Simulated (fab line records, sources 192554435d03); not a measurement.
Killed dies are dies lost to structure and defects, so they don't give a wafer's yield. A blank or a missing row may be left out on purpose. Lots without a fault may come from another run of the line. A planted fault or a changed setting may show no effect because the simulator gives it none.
Split-lot experiment | flow n5_finfet | 7 lots, 21 wafers read, on a route of 1938 steps

THE SPLIT
At N5_GATE_CUT_COAT_27 (time 60 s, resist thk 10 nm), the setting spin_rpm was moved away from the recipe's 1500 rpm on 8 of the 21 wafers read, by -10.5% to +3.5%. The other wafers ran this setting at the recipe's value.

FROM THE SPLIT TO THE READING: what the file shows between them, 1 step
- N5_GATE_CUT_DESCUM_18: chemistry O2, time 7 s (also split here: time_s)

THE READING
etch.depth_nm (the simulator's own value, which no gauge read), in nm, at N5_GATE_CUT_ETCH_28 (etches underlayer in N2/H2, target depth 13 nm, time 10.4 s). The file gives no usual value for it. The 13 wafers here that ran the recipe average 10.010 nm, standard deviation 0.024 nm.

wafer  | tool, chamber at the split | spin_rpm as run, rpm | against the recipe | etch.depth_nm, nm | against lot-mates on the recipe
L079.1 | litho_track-04, 0          | 1500                 | recipe             | 10.01             | -
L079.2 | litho_track-04, 0          | 1419                 | -5.4%              | 10.33             | +0.320
L079.3 | litho_track-04, 0          | 1419                 | -5.4%              | 10.31             | +0.300
L080.3 | litho_track-04, 0          | 1500                 | recipe             | 10.04             | -
L080.4 | litho_track-04, 0          | 1553                 | +3.5%              | 9.845             | -0.190
L080.6 | litho_track-04, 0          | 1500                 | recipe             | 10.03             | -
L081.1 | litho_track-05, 0          | 1500                 | recipe             | 9.981             | -
L081.6 | litho_track-05, 0          | 1500                 | recipe             | 9.981             | -
L081.4 | litho_track-05, 0          | 1500                 | recipe             | 9.961             | -
L082.2 | litho_track-01, 0          | 1347                 | -10.2%             | 10.56             | +0.550
L082.3 | litho_track-01, 0          | 1347                 | -10.2%             | 10.56             | +0.550
L082.4 | litho_track-01, 0          | 1500                 | recipe             | 10.01             | -
L088.3 | litho_track-04, 0          | 1500                 | recipe             | 10.03             | -
L088.4 | litho_track-04, 0          | 1500                 | recipe             | 10.05             | -
L088.6 | litho_track-04, 0          | 1500                 | recipe             | 10.02             | -
L096.1 | litho_track-05, 0          | 1500                 | recipe             | 10                | -
L096.5 | litho_track-05, 0          | 1500                 | recipe             | 10.01             | -
L096.6 | litho_track-05, 0          | 1500                 | recipe             | 10.01             | -
L097.4 | litho_track-05, 0          | 1342                 | -10.5%             | 10.57             | no lot-mate on the recipe
L097.5 | litho_track-05, 0          | 1342                 | -10.5%             | 10.55             | no lot-mate on the recipe
L097.6 | litho_track-05, 0          | 1342                 | -10.5%             | 10.54             | no lot-mate on the recipe

THE FIT
A straight line over all 21 wafers: etch.depth_nm changes by -0.0525 nm for each +1% of spin_rpm; r = -1.00; the points scatter about the line by 0.024 nm.
The same after taking each lot's own level away (the mean of its wafers on the recipe; 18 wafers): -0.0545 nm for each +1%; r = -1.00; scatter 0.01 nm.
On that fit, the largest move of spin_rpm shifts the reading by 0.57 nm.
The lots' own levels span 9.9743 to 10.0350 nm, that is 2.5 times the standard deviation above.
So the lot-to-lot level changes the slope little: the two slopes agree.
Check: with one of the wafers moved furthest among these (-10.2%) left out of the fit, the line predicts +0.562 nm for it against its lot-mates. It came out at +0.55 nm against them.

OTHER SPLITS ON THESE WAFERS
These wafers also went through other splits before the reading. Each is held against what the fit with the lots' levels taken away leaves over:
other split on the same wafers | wafers away from the commonest value | r with etch.depth_nm (lot level and that fit taken away)
N5_HKMG_FIN_PEB_47 peb_time_s  | 6                                    | +0.02
N5_GATE_CUT_DESCUM_18 time_s   | 7                                    | -0.48

THE WHOLE CHAIN: every reading that the file lists as answering this split, in the file's order
step                | what it does                                                | reading                                                                                | change (the file's fit)                | r (the file's)
N5_GATE_CUT_COAT_27 | time 60 s, resist thk 10 nm                                 | underlayer_of_GATE_CUT_COAT_27.thk_nm (the simulator's own value, which no gauge read) | -0.0617 nm for each +1% of the setting | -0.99
N5_GATE_CUT_ETCH_28 | etches underlayer in N2/H2, target depth 13 nm, time 10.4 s | etch.depth_nm (the simulator's own value, which no gauge read)                         | -0.0548 nm for each +1% of the setting | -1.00

THE FILE'S OWN FIT
etch.depth_nm changes by -0.0548 nm for each +1% of spin_rpm, r = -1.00.
